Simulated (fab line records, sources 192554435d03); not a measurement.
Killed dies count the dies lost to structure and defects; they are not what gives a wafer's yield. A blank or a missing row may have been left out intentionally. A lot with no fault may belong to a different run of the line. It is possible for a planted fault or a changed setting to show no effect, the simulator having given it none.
8D (eight disciplines) problem report, filled in by code	flow n5_finfet	the parts of the form that need people (team, actions taken, sign-off) are left out

1. THE PROBLEM
Mean of cathode_dc_power_W at N5_MIM_TOP_SPUTTER_03: 3801.5 W across 6 wafers in 2 lots; on wafers with no fault it is 3000.0 W (standard deviation 0.58). That is +99 or more standard deviations from the usual mean.
The step: material TiN, target thk 35 nm, time 89.7 s.
Seen first at day 16 17:26 on pvd_sputter-03, wafer L353.3. The record holds 33 wafers of 12 lots with a number at this step. By rule, "out" or "out of limits" means more than 4 standard deviations away from the usual mean. The rest of the wafers with a number are treated as sound.

2. WHAT IT IS, AND WHAT IT ISN'T
question	is	is not
which readings at this step	cathode_dc_power_W	throttle_valve_pct
which lots	L353, L356	L342, L343, L345, L346, L347, L348, L349, L359, L361, L362
which wafers of those lots	all that have a number	-
read on which tools	pvd_sputter-03	pvd_sputter-01, pvd_sputter-02
when	from day 16 17:26	up to then (18 sound wafers); but 9 sound wafers of L359, L361, L362 came after

3. SUSPECTS, AND WHAT RULES EACH OUT
Counting: a tool at a process step up to the reading stays a suspect if it ran every lot that is out and no sound lot after the first of them.
- rtp_anneal-02 at N5_BEOL_M15_ANNEAL_48 (time 90 s): ruled out as a lasting fault. Sound lots L362 ran on it after its first lot that is out, L353 (day 16 14:02).
- pvd_sputter-03 at N5_MIM_TOP_SPUTTER_03 (material TiN, target thk 35 nm, time 89.7 s): kept. All lots that are out passed through it, beginning with L353 at day 16 17:26, and no sound lot followed; its final sound lot before that point was L348 at day 14 19:32. Its own cathode_dc_power_W readings are out on those wafers.
Left after counting: pvd_sputter-03 at N5_MIM_TOP_SPUTTER_03.

4. THE CAUSE (what the simulator had put in)
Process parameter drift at N5_MIM_TOP_SPUTTER_03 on pvd_sputter-03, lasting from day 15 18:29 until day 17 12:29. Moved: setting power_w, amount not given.
Only this tool survived the counting.

5. THE CHAIN OF EFFECTS, in route order
Each row: a reading whose mean over the struck wafers that have a number lies more than 3 standard deviations from the usual. Readings are gone through only where the record gives a usual standard deviation; hours: the median, over the lots, of the time from a lot's start at the first step in this table giving one to that lot's start at this step; sigmas: the change measured in usual standard deviations.
hours	step	reading	usual	on struck wafers	change	sigmas
0	N5_MIM_TOP_SPUTTER_03	cathode_dc_power_W	3000.0 W	3801.5	+801.5	+99 or more
11	N5_PASSIVATION_PROBE_49	defect_limited_yield	91.1 %	0.0	-91.1	-65
11	N5_PASSIVATION_PROBE_49	killed_at_other	4	1079	+1075	+99 or more
11	N5_PASSIVATION_PROBE_49	killed_dies	105	1180	+1075	+67
11	N5_PASSIVATION_PROBE_49	killed_on_rim	14	152	+138	+33
11	N5_PASSIVATION_PROBE_49	sort_n_pass	1074	0	-1074	-51
11	N5_PASSIVATION_PROBE_49	sort_yield_pct	91.0 %	0.0	-91.0	-51
Process steps it contains:
- N5_MIM_TOP_SPUTTER_03: material TiN, target thk 35 nm, time 89.7 s.
- N5_PASSIVATION_PROBE_49

6. WHAT WOULD HAVE CAUGHT IT SOONER
In this record no reading fell out of limits until day 16 17:26, 23 hours after the fault had begun at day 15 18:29.
